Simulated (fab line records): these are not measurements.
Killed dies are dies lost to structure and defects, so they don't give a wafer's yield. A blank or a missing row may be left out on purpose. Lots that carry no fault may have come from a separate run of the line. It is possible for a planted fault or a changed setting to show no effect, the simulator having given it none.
fab line records | flow nandHarc
[record] lots = 6 wafers = 18 lastDay = 32
route steps=1302 shown THIN_TSV@1253 END@1302
lots that met no fault: from a run of the same line without faults
startH: the number of hours between the record's first day and the start of the first shown wafer of the lot | waitH: time in hours since the lot's previous step | " the same as in the row above | L1.1+2: a single row standing in for several wafers | - value missing, or start not given | * or withheld: withheld | < > ~ a bound
route shown NAME@n: names a module that has steps shown in the file, with the first one's number in the route | usual: average and standard deviation across the fault-free wafers | same: alike in all rows | chamber/n: place in a boat | sites: readings site by site | _std_site: how widely they spread, as a standard deviation | _edge_site: mean of outer sites minus mean of inner sites | radiusMm: for every site, how far away it sits from the centre of the wafer | mask NAME#n: copy n | behind: the last tool/chamber to shape the wafer | hold: why the lot was held/for how many hours/how that ended | device: whichever transistor did not switch (one of n, p or np) | end of line: the same wafers' tests at the end of the route | a step without rows: its recipe alone | killed: dies that structure and defects cost at the first sort, which is not the same as the wafer's yield | map: shows each die of a wafer: x if killed, . if not, _ if none is there
set.NAME: the setting that was run; set.NAME@STEP: the one run at that earlier step | model.NAME: the simulator's own value behind a step, which no gauge read
lots at selected steps of the route; one table per step, one row per wafer
services: the hour from which a tool's chamber was out of use, counted from the record's first day as startH (under 0 if before that day), plus the number of hours and why
[[steps]]
[step NHARC_THIN_TSV_COAT_06]
[recipe] spinRpm = *
[step NHARC_THIN_TSV_SOFTBAKE_07]
[recipe] tempC = 122 timeS = 95
[step NHARC_THIN_TSV_EBR_08]
[step NHARC_THIN_TSV_EXPOSE_09]
[recipe] na = 0.55 doseMj = 30.7 maskId = TSV
[step NHARC_THIN_TSV_PEB_10]
[recipe] pebTempC = 118 pebTimeS = 85
[step NHARC_THIN_TSV_DEVELOP_11]
[recipe] timeS = 70
[step NHARC_THIN_TSV_CD_MEAS_12]
[recipe] targetCdNm = 1000 landingEnergyEv = 500
[usual] cdNm = 1000.9/1.5
// columns lot.wafer tool chamber startH waitH cdNm
L572.1 cdSem-01 0 554.80 - 996.3
L572.2 " 0 " " 1000.1
L572.6 " 0 " " 997.7
L579.2 cdSem-01 0 634.75 - 1000.6
L579.3 " 0 " " 1000.0
L579.5 " 0 " " 1001.4
L581.2 cdSem-03 0 635.80 - 1000.9
L581.3 " 0 " " 1004.4
L581.4 " 0 " " 1001.5
L583.1 cdSem-02 0 647.62 - 1002.5
L583.2 " 0 " " 1003.2
L583.5 " 0 " " 1002.4
L582.2 cdSem-01 0 648.78 - 1001.7
L582.4 " 0 " " 1003.9
L582.6 " 0 " " 1001.4
L593.1 cdSem-02 0 756.59 - 1001.7
L593.3 " 0 " " 1001.7
L593.4 " 0 " " 1000.7
[step NHARC_THIN_TSV_HARDBAKE_13]
[recipe] tempC = 125 timeS = 80
[step NHARC_THIN_TSV_DESCUM_14]
[recipe] timeS = 3 o2FlowSccm = 200 arFlowSccm = 0 biasPowerW = 0 chemistry = O2
[usual] chamberPressureMTorr = 60.00/0.052 drypumpMotorCurrentA = 6.03/0.26 mfcArSccm = 0.006/0.011 oesProductAu = 0.998/0.0078 rfVppV = 58.1/0.87 showerheadPlenumPTorr = 1.98/0.062 throttleValvePct = 11.312/0.0085
// columns lot.wafer tool chamber startH waitH chamberPressureMTorr drypumpMotorCurrentA mfcArSccm oesProductAu rfHoursCounterH rfVppV showerheadPlenumPTorr throttleValvePct
L572.1 rieDiel-13 1 554.96 - 60.00 6.32 0 0.995 2 55.8 2.00 11.304
L572.2 " 2 " " 60.01 5.74 0 1.008 2 56.6 1.92 11.321
L572.6 " 2 " " 59.98 5.73 0 1.003 - 56.4 1.92 11.306
L579.2 rieDiel-02 2 634.93 - 60.04 5.99 0 0.998 3 57.8 2.01 11.304
L579.3 " 3 " " 59.97 6.11 0.008 0.992 3 58.1 2.05 11.306
L579.5 " 1 " " 59.94 6.38 0 1.000 - 58.9 2.02 11.315
L581.3 rieDiel-13 2 635.96 - 59.94 5.73 0 0.999 7 57.7 1.91 11.314
L581.2 " 3 " " 59.95 5.94 0.029 1.002 7 58.1 2.04 11.319
L581.4 " 1 " " 59.91 6.29 0 1.001 8 58.0 2.00 11.307
L583.1 rieDiel-13 3 647.79 - 59.98 5.91 0.029 0.996 8 58.6 2.04 11.316
L583.2 " 1 " " 60.03 6.31 0 0.986 9 58.2 2.00 11.318
L583.5 " 2 " " 59.99 5.71 0 0.994 - 60.1 1.91 11.310
L582.2 rieDiel-02 0 648.95 - 60.00 5.81 0 0.994 4 57.4 1.93 11.300
L582.4 " 1 " " 60.01 6.37 0 1.003 4 60.0 2.02 11.296
L582.6 " 3 " " 60.07 6.11 0.008 0.998 - 57.8 2.05 11.302
L593.4 rieDiel-11 2 756.75 - 59.96 5.77 0 0.989 8 57.2 2.03 11.312
L593.3 " 3 " " 60.03 5.89 0 0.987 9 57.6 1.88 11.306
L593.1 " 0 " " 59.92 5.90 0.031 1.002 7 58.6 1.98 11.317
[step NHARC_THIN_TSV_ETCH_44]
[recipe] targetDepthA = 15942 timeS = 797.1 cf4FlowSccm = 150 o2FlowSccm = 10 arFlowSccm = 0 rfW = 300 biasW = 800 chemistry = CF4/O2
[usual] chamberPressureMTorr = 30.000/0.026 drypumpMotorCurrentA = 6.06/0.27 mfcArSccm = 0.006/0.011 oesProductAu = 1.000/0.0085 rfVppV = 798/3.6 showerheadPlenumPTorr = 1.89/0.058 throttleValvePct = 16.915/0.0086
// columns lot.wafer tool chamber startH waitH chamberPressureMTorr drypumpMotorCurrentA mfcArSccm oesProductAu rfHoursCounterH rfVppV showerheadPlenumPTorr throttleValvePct
L572.2 rieDiel-13 3 555.10 0.1 30.009 5.86 0.029 0.997 2 802 1.95 16.916
L572.1 " 0 " " 30.044 6.55 0 0.996 2 791 1.78 16.931
L572.6 " 2 " " 30.011 5.73 0 1.006 - 793 1.83 16.910
L579.2 rieDiel-02 0 635.00 0.1 29.992 5.79 0 1.001 3 797 1.85 16.903
L579.3 " 2 " " 29.981 6.00 0 0.997 3 801 1.92 16.917
L579.5 " 0 " " 30.014 5.80 0 0.996 - 795 1.85 16.918
L581.3 rieDiel-13 0 636.10 0.1 30.032 6.53 0 1.004 8 791 1.78 16.927
L581.4 " 1 " " 29.987 6.35 0 1.008 8 797 1.91 16.920
L581.2 " 2 " " 29.963 5.74 0 1.015 7 794 1.83 16.919
L583.1 rieDiel-13 1 647.86 0.1 29.992 6.32 0 0.990 9 800 1.90 16.901
L583.2 " 3 " " 29.927 5.89 0.029 1.002 8 800 1.95 16.922
L583.5 " 2 " " 29.979 5.73 0 0.998 - 794 1.83 16.914
L582.2 rieDiel-02 0 649.02 0.1 30.037 5.80 0 1.005 4 796 1.85 16.916
L582.4 " 2 " " 30.058 5.95 0 1.001 4 800 1.92 16.924
L582.6 " 0 " " 30.020 5.78 0 1.000 - 795 1.85 16.908
L593.1 rieDiel-11 3 756.89 0.1 30.008 5.85 0 1.000 9 794 1.80 16.905
L593.3 " 0 " " 29.966 5.87 0.031 0.986 7 799 1.90 16.914
L593.4 " 1 " " 30.019 6.20 0.014 0.999 6 799 1.90 16.930
[step NHARC_THIN_TSV_ETCH_15]
[recipe] targetDepthA = 30000 boschTargetOveretchCycles = 2 boschEtchStepS = 2.8 boschDepStepS = 1.2 boschCycles = 14
[step NHARC_THIN_TSV_CD_MEAS_16]
[usual] cdNm = 1000.8/1.6
// columns lot.wafer tool chamber startH waitH cdNm
L572.1 cdSem-03 - 555.76 0.1 996.7
L572.2 " - " " 1000.1
L572.6 " - " " 998.0
L579.2 cdSem-01 - 635.72 0.1 1000.8
L579.3 " - " " 1000.0
L579.5 " - " " 1001.9
L581.2 cdSem-01 - 636.77 0.1 1000.5
L581.3 " - " " 1004.0
L581.4 " - " " 1001.1
L583.1 cdSem-03 - 648.57 0.1 1002.3
L583.2 " - " " 1003.4
L583.5 " - " " 1001.6
L582.2 cdSem-02 - 649.74 0.1 1001.0
L582.4 " - " " 1003.7
L582.6 " - " " 1000.5
L593.1 cdSem-01 - 757.55 0.1 1001.2
L593.3 " - " " 1000.5
L593.4 " - " " 1000.3
[step NHARC_THIN_TSV_STRIP_45]
[recipe] powerW = 1500 tempC = 250 chemistry = O2
[usual] drypumpMotorCurrentA = 5.42/0.29 heaterPowerW = 349/21
// columns lot.wafer tool chamber startH waitH drypumpMotorCurrentA heaterPowerW rfHoursCounterH
L572.1 plasmaAsher-02 1 555.83 0.1 5.84 333 27
L572.2 " 0 " " 5.77 319 27
L572.6 " 0 " " 5.78 310 -
L579.2 plasmaAsher-01 0 635.79 0.1 5.32 383 25
L579.3 " 0 " " 5.32 366 -
L579.5 " 0 " " 5.34 369 -
L581.2 plasmaAsher-01 1 636.88 0.1 5.10 341 25
L581.4 " 0 " " 5.32 368 -
L581.3 " 1 " " 5.11 337 -
L583.1 plasmaAsher-01 0 648.65 0.1 5.33 374 28
L583.2 " 1 " " 5.12 339 28
L583.5 " 1 " " 5.13 329 -
L582.2 plasmaAsher-01 1 649.86 0.1 5.12 331 28
L582.4 " 1 " " 5.11 343 -
L582.6 " 0 " " 5.33 383 -
L593.1 plasmaAsher-01 1 757.67 0.1 5.13 367 9
L593.3 " 0 " " 5.34 373 -
L593.4 " 1 " " 5.10 371 -
[step NHARC_THIN_TSV_STRIP_46]
[recipe] timeS = 1200 tempC = 72.5 chemistry = postEtchResidueRemover
[step NHARC_THIN_TSV_DEP_47]
[recipe] targetThkA = 2000 tempC = withheld pressureTorr = 6.5 rfW = 900 teosFlowSccm = 161.4 flowSccm = 2650 targetThkNm = 200 gas = O2 material = SiO2
[usual] chamberPressureTorr = 6.501/0.014 throttleValvePct = 16.0/0.4
// columns lot.wafer tool chamber startH waitH chamberPressureTorr throttleValvePct
L572.2 pecvd-04 1 556.67 - 6.509 15.9
L572.1 " 2 " " 6.478 15.5
L572.6 " 2 " " 6.486 15.7
L579.2 pecvd-01 2 636.75 - 6.488 16.7
L579.3 " 0 " " 6.531 16.8
L579.5 " 0 " " 6.503 16.7
L581.2 pecvd-03 1 637.68 - 6.493 16.3
L581.3 " 2 " " 6.469 16.0
L581.4 " 1 " " 6.492 16.4
L583.2 pecvd-01 0 649.50 - 6.493 16.8
L583.1 " 1 " " 6.512 15.8
L583.5 " 1 " " 6.528 15.7
L582.2 pecvd-03 2 650.66 - 6.496 15.9
L582.6 " 1 " " 6.519 16.2
L582.4 " 0 " " 6.513 15.8
L593.1 pecvd-04 0 758.47 - 6.507 16.1
L593.3 " 1 " " 6.513 15.6
L593.4 " 1 " " 6.511 15.4
[step NHARC_THIN_TSV_ETCHBACK_48]
[recipe] targetDepthA = 10285 overEtchFrac = 0.3 timeS = 405.17 ionEnergyEv = 250 c4f8FlowSccm = withheld arFlowSccm = withheld rfW = 600 biasW = 300 chemistry = C4F8/Ar
[step NHARC_THIN_TSV_STRIP_62]
[recipe] powerW = 1500 tempC = 250 timeS = 20 chemistry = N2/H2
[step NHARC_THIN_TSV_DEGAS_49]
[recipe] tempC = 300 timeS = 120
[step NHARC_THIN_TSV_PRE_CLEAN_50]
[recipe] timeS = 30 tempC = 280 gas = H2/He
[usual] heaterPowerW = 403/50
// columns lot.wafer tool chamber startH waitH heaterPowerW
L572.2 pvdSputter-03 - - - 448
L572.1 " - " " 438
L572.6 " - " " 448
L579.3 pvdSputter-03 - - - 446
L579.2 " - " " 450
L579.5 " - " " 401
L581.2 pvdSputter-02 - - - 372
L581.4 " - " " 427
L581.3 " - " " 322
L583.1 pvdSputter-03 - - - 398
L583.2 " - " " 455
L583.5 " - " " 389
L582.2 pvdSputter-03 - - - 434
L582.4 " - " " 456
L582.6 " - " " 399
L593.1 pvdSputter-03 - - - 406
L593.4 " - " " 436
L593.3 " - " " 422
[step NHARC_THIN_TSV_PVD_19]
[recipe] targetThkA = 200 chamberPressurePa = 5 material = TaN
[step NHARC_THIN_TSV_PVD_51]
[recipe] targetThkA = 1000 chamberPressurePa = 5 material = Cu
[step NHARC_THIN_TSV_ECD_20]
[recipe] targetThkA = 20000 material = Cu
[step NHARC_THIN_TSV_ANNEAL_52]
[recipe] tempC = 225 timeS = 90
[step NHARC_THIN_TSV_CMP_21]
[recipe] tOverpolishS = 30 targetThkNm = 2000
[usual] motorCurrentA = 12.1/0.72 overpolishRunS = 30.000/0.0084
// columns lot.wafer tool chamber startH waitH motorCurrentA overpolishRunS
L572.2 cmp-04 2 559.44 - 11.6 29.996
L572.1 " 0 " " 11.5 30.008
L572.6 " 2 " " 11.0 30.015
L579.2 cmp-01 1 639.16 - 12.0 30.007
L579.3 " 3 " " 10.5 29.994
L579.5 " 2 " " 12.5 29.999
L581.4 cmp-02 1 640.11 - 12.2 29.997
L581.3 " 2 " " 11.3 29.994
L581.2 " 0 " " 13.0 30.007
L583.1 cmp-04 2 651.94 - 10.8 30.005
L583.2 " 3 " " 13.0 30.003
L583.5 " 2 " " 11.2 30.003
L582.2 cmp-02 3 653.49 - 12.7 29.993
L582.4 " 1 " " 11.9 29.993
L582.6 " 3 " " 12.1 29.999
L593.3 cmp-02 3 760.99 - 12.7 29.999
L593.4 " 0 " " 12.5 30.001
L593.1 " 2 " " 11.4 29.987
[step NHARC_THIN_TSV_SRD_23]
[step NHARC_THIN_TSV_DEGAS_53]
[recipe] tempC = 300 timeS = 60
[step NHARC_THIN_TSV_PRE_CLEAN_54]
[recipe] timeS = 30 tempC = 280 gas = H2/He
[step NHARC_THIN_TSV_PVD_55]
[recipe] targetThkA = 500 material = TiN
[step NHARC_THIN_TSV_PVD_24]
[recipe] targetThkA = 8000 powerW = withheld chamberPressurePa = withheld substrateTempC = withheld timeS = withheld gas = Ar material = Al
[step NHARC_THIN_TSV_DEHYDRATE_25]
[recipe] tempC = 150 timeS = 120
[step NHARC_THIN_TSV_HMDS_26]
[recipe] timeS = 30
[step NHARC_THIN_TSV_COAT_27]
[recipe] spinRpm = *
[step NHARC_THIN_TSV_SOFTBAKE_28]
[recipe] tempC = 122 timeS = 95
[step NHARC_THIN_TSV_EBR_29]
[step NHARC_THIN_TSV_EXPOSE_30]
[recipe] na = 0.55 doseMj = 11.47 maskId = PAD
[step NHARC_THIN_TSV_PEB_31]
[recipe] pebTempC = 118 pebTimeS = 85
[step NHARC_THIN_TSV_DEVELOP_32]
[recipe] timeS = 70
[step NHARC_THIN_TSV_CD_MEAS_33]
[recipe] targetCdNm = 5000 landingEnergyEv = 500
[usual] cdNm = 5000.8/1.4
// columns lot.wafer tool chamber startH waitH cdNm
L572.1 cdSem-02 0 561.00 - 5002.3
L572.2 " 0 " " 5002.8
L572.6 " 0 " " 5001.5
L579.2 cdSem-02 0 640.64 - 4999.6
L579.3 " 0 " " 5001.3
L579.5 " 0 " " 5001.6
L581.2 cdSem-01 0 641.59 - 4999.7
L581.3 " 0 " " 5001.1
L581.4 " 0 " " 5000.6
L583.1 cdSem-01 0 653.67 - 5002.1
L583.2 " 0 " " 4999.2
L583.5 " 0 " " 4999.7
L582.2 cdSem-03 0 655.09 - 5001.3
L582.4 " 0 " " 5000.3
L582.6 " 0 " " 5000.4
L593.1 cdSem-03 0 762.61 - 5002.3
L593.3 " 0 " " 5001.9
L593.4 " 0 " " 5001.3
[step NHARC_THIN_TSV_HARDBAKE_34]
[recipe] tempC = 125 timeS = 80
[step NHARC_THIN_TSV_DESCUM_35]
[recipe] timeS = 3 o2FlowSccm = 200 arFlowSccm = 0 biasPowerW = 0 chemistry = O2
[step NHARC_THIN_TSV_ETCH_59]
[recipe] targetDepthA = 8800 icpW = 900 biasW = 100 Cl2_flow_sccm = 60 bcl3FlowSccm = 30 timeS = 138.1 chemistry = Cl2/BCl3
[step NHARC_END_SORT_01]
[recipe] tempC = 25
[usual] defectLimitedYield = 90.3/3 killedAtArray = 60/21 killedAtOther = 1.0/1.2 killedAtPeriphery = 4.2/2.8 killedDies = 65/20 killedOpen = 3.1/1.8 killedShort = 2.6/1.6
[same] grossDies = 677
// columns lot.wafer tool chamber startH waitH defectLimitedYield[%] killedAtArray killedAtOther killedAtPeriphery killedDies killedOpen killedShort
L572.1 prober-01 0 570.28 2.5 88.8 69 0 7 76 3 3
L572.2 prober-01 0 571.06 2.8 86.7 85 1 4 90 4 3
L572.6 prober-01 0 574.19 3.9 88.0 79 0 2 81 1 3
L581.2 prober-02 0 649.39 2.8 90.7 62 0 1 63 5 6
L581.3 prober-02 0 650.20 3.1 92.0 54 0 0 54 3 1
L581.4 prober-02 0 651.00 3.4 90.5 63 0 1 64 1 2
L579.2 prober-01 0 657.21 2.8 88.0 77 2 2 81 5 3
L579.3 prober-01 0 657.99 3.1 87.7 76 4 3 83 3 1
L579.5 prober-01 0 659.57 3.6 87.3 83 2 1 86 4 2
L582.6 prober-02 0 666.65 3.9 79.9 50 77 9 136 6 1
L583.1 prober-01 0 664.14 2.5 75.8 87 76 1 164 2 4
L583.2 prober-01 0 664.93 2.8 90.7 60 0 3 63 3 1
L583.5 prober-01 0 667.29 3.7 90.8 61 0 1 62 0 0
// killed by level:class
L572.1 A_CHANNEL_HOLE_D1:chamberFilmFlake=28 A_SLIT:chamberFilmFlake=13 A_CHANNEL_HOLE_D2:chamberFilmFlake=8 A_CONTACT:chamberFilmFlake=6 A_STAIRCASE:chamberFilmFlake=5 P_GATE:chamberFilmFlake=4 A_ZERO_WELL:chamberFilmFlake=3 A_CHANNEL_FILL_D1:chamberFilmFlake=2
L572.2 A_CHANNEL_HOLE_D1:chamberFilmFlake=37 A_SLIT:chamberFilmFlake=30 A_CHANNEL_HOLE_D2:chamberFilmFlake=4 A_STAIRCASE:chamberFilmFlake=4 A_CONTACT:chamberFilmFlake=4 P_M1:geometricParticle:open=2 P_CONTACT:geometricParticle:open=1 A_CHANNEL_FILL_D1:geometricParticle:short=1
L572.6 A_SLIT:chamberFilmFlake=27 A_CHANNEL_HOLE_D1:chamberFilmFlake=26 A_STAIRCASE:chamberFilmFlake=11 A_CHANNEL_HOLE_D2:chamberFilmFlake=4 A_CONTACT:chamberFilmFlake=4 A_ZERO_WELL:chamberFilmFlake=2 A_WL_FILL:chamberFilmFlake=2 P_STI:geometricParticle:short=1
L581.2 A_SLIT:chamberFilmFlake=17 A_CHANNEL_HOLE_D1:chamberFilmFlake=12 A_CHANNEL_HOLE_D2:chamberFilmFlake=11 A_CONTACT:chamberFilmFlake=10 A_ONON_D2:geometricParticle:open=2 A_M0:geometricParticle:open=2 A_CHANNEL_FILL_D2:chamberFilmFlake=2 P_M0:geometricParticle:short=1
L581.3 A_CHANNEL_HOLE_D2:chamberFilmFlake=19 A_SLIT:chamberFilmFlake=15 A_CHANNEL_HOLE_D1:chamberFilmFlake=7 A_CONTACT:chamberFilmFlake=4 A_CHANNEL_FILL_D1:geometricParticle:short=1 A_ONON_D2:geometricParticle:open=1 A_M0:geometricParticle:open=1 A_M1:geometricParticle:open=1
L581.4 A_SLIT:chamberFilmFlake=35 A_CHANNEL_HOLE_D2:chamberFilmFlake=9 A_CHANNEL_HOLE_D1:chamberFilmFlake=5 A_CONTACT:chamberFilmFlake=4 A_STAIRCASE:chamberFilmFlake=3 A_CHANNEL_FILL_D2:chamberFilmFlake=2 P_M0:geometricParticle:short=1 A_ONON_D2:geometricParticle:open=1
L579.2 A_SLIT:chamberFilmFlake=26 A_CHANNEL_HOLE_D1:chamberFilmFlake=21 A_CHANNEL_HOLE_D2:chamberFilmFlake=13 A_CONTACT:chamberFilmFlake=4 A_BONDPAD:chamberFilmFlake=3 A_CHANNEL_FILL_D1:geometricParticle:open=2 A_CHANNEL_FILL_D2:chamberFilmFlake=2 THIN_TSV:chamberFilmFlake=2
L579.3 A_CHANNEL_HOLE_D1:chamberFilmFlake=39 A_SLIT:chamberFilmFlake=15 A_CHANNEL_HOLE_D2:chamberFilmFlake=11 THIN_TSV:chamberFilmFlake=4 A_STAIRCASE:chamberFilmFlake=3 A_DECK1_JOINT:chamberFilmFlake=2 A_CHANNEL_FILL_D2:chamberFilmFlake=2 P_GATE:geometricParticle:open=1
L579.5 A_CHANNEL_HOLE_D1:chamberFilmFlake=36 A_SLIT:chamberFilmFlake=18 A_CHANNEL_HOLE_D2:chamberFilmFlake=14 A_CONTACT:chamberFilmFlake=6 A_STAIRCASE:chamberFilmFlake=2 THIN_TSV:chamberFilmFlake=2 A_CHANNEL_HOLE_D1:geometricParticle:short=1 A_ONON_D2:geometricParticle:open=1
L583.1 THIN_TSV:unspecified=76 A_CHANNEL_HOLE_D1:chamberFilmFlake=35 A_CHANNEL_HOLE_D2:chamberFilmFlake=26 A_STAIRCASE:chamberFilmFlake=6 A_M0:chamberFilmFlake=5 A_ZERO_WELL:chamberFilmFlake=4 A_DECK1_JOINT:chamberFilmFlake=2 A_CHANNEL_FILL_D2:chamberFilmFlake=2
L583.2 A_CHANNEL_HOLE_D1:chamberFilmFlake=37 A_CHANNEL_HOLE_D2:chamberFilmFlake=9 A_ZERO_WELL:chamberFilmFlake=4 A_STAIRCASE:chamberFilmFlake=4 A_CONTACT:chamberFilmFlake=2 A_DECK1_JOINT:chamberFilmFlake=2 P_GATE:geometricParticle:open=1 P_M0:geometricParticle:short=1
L582.6 THIN_TSV:unspecified=76 A_SLIT:chamberFilmFlake=31 P_CONTACT:chamberFilmFlake=4 A_CHANNEL_HOLE_D1:chamberFilmFlake=4 A_CONTACT:chamberFilmFlake=4 A_CHANNEL_FILL_D1:geometricParticle:open=3 P_GATE:chamberFilmFlake=3 A_WL_FILL:chamberFilmFlake=2
L583.5 A_CHANNEL_HOLE_D1:chamberFilmFlake=35 A_CHANNEL_HOLE_D2:chamberFilmFlake=13 A_ZERO_WELL:chamberFilmFlake=2 A_CHANNEL_FILL_D1:chamberFilmFlake=2 A_DECK1_JOINT:chamberFilmFlake=2 A_STAIRCASE:chamberFilmFlake=2 A_CONTACT:chamberFilmFlake=2 P_ZERO_WELL:chamberFilmFlake=1
// map L582.6 (x killed, . not)
____________.____________
_________......x_________
_______..........._______
______x......x...x.______
_____......x.xx..x.._____
____.........xx......____
____......x..x.......____
___x......xxx.xx.x....___
___.......xxxxxx......___
__........x..xx........__
__........xxxxxx.x.....__
_.........x.xx.........._
_.........x..x.........._
_...................x..._
_...................x..._
_......................._
...........x.............
..x....................x.
.........................
........x................
..........x....x.........
_...x............x......_
_..xxx.................._
_.xxxxxx.x....x........._
_xxxxxxx.....x.........._
_xxxxxxxxx..........x..._
__xxxxxxxx...........x.__
__xxxxxxxx.............__
___xxxxxxxxx..........___
___xxxxxxx........x...___
____xxxxxxxx.......x.____
____xxxxx............____
_____xxx.x.........._____
______xxx..........______
_______.x........._______
_________..x...._________
____________.____________
// map L583.1 (x killed, . not)
____________.____________
_________..x...._________
_______.........x._______
______.............______
_____...x.x........._____
____x..x.......x.....____
____x..x.x.x.xx......____
___..xx.xxxx....x.....___
___...xxxx..x.xx......___
__..xxxxxxxxxxxx.......__
__.x.xxxxxx.x.x........__
_.x.x..xxx.x.xxx........_
_..x.xxx..xx.x.........._
_....xx.....x..........._
_......x...x............_
_.......x..............._
......x....x..x..........
.........................
.................x....x..
............x............
................x........
_...x...xx.............._
_...xxxx................_
_xxxxxxxx.............x._
_xxxxxxx......x......x.._
_xxxxxxxx..............._
__xxxxxxxx.......x...x.__
__xxxxxxxx........x..x.__
___xxxxxxx............___
___xxxxxx.............___
____xxxxx..x.........____
____xxxxx.x..........____
_____xxxxx.........._____
______xx...........______
_______x....x....._______
_________......._________
____________.____________
[[services]]
// columns tool chamber startH hours kind
cmp-02 - 533.16 4.0 pm
rieDiel-02 2 539.87 1.9 repair
pecvd-03 - 547.83 13.0 pm
rieDiel-02 - 570.70 9.0 pm
pecvd-01 1 572.70 4.7 repair
cmp-02 - 582.61 0.8 repair
rieDiel-11 1 589.79 15.1 repair
cmp-04 - 601.08 4.0 pm
pecvd-01 0 605.57 3.9 repair
rieDiel-11 - 609.50 9.0 pm
cmp-02 - 618.53 1.0 repair
cmp-02 - 631.16 4.0 pm
pecvd-04 - 631.24 13.0 pm
cmp-02 - 641.00 1.3 repair
cmp-02 - 682.50 0.6 repair
rieDiel-02 0 687.02 27.9 repair
plasmaAsher-01 - 696.00 9.0 pm
rieDiel-13 - 696.00 9.0 pm
cmp-02 - 701.99 6.2 repair
pvdSputter-03 - 704.02 10.0 pm
plasmaAsher-01 - 726.08 1.9 repair
cmp-02 - 729.16 4.0 pm
rieDiel-02 - 747.70 9.0 pm
rieDiel-02 3 759.35 5.3 repair
[[key]]
[firstSign] step = NHARC_END_SORT_01 reading = killedAtOther direction = up sigmas = 62 usual = 1.0 struck = 76.5
[effect] step = NHARC_END_SORT_01 reading = defectLimitedYield direction = down sigmas = 4.2 usual = 90.3 struck = 77.8
[moreKillsBornAt] NHARC_THIN_TSV_STRIP_45@plasmaAsher-01 = 152
metAt NHARC_THIN_TSV_STRIP_45
struckWafers L582.6,L583.1
onsetBetween 636.88 648.65
[fault] kind = chamberParticleSource tool = plasmaAsher-01 chamber = 0 onsetH = 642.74 steps = NHARC_THIN_TSV_STRIP_45 ratePerVisitCm2 = 2.1686 endH = 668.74
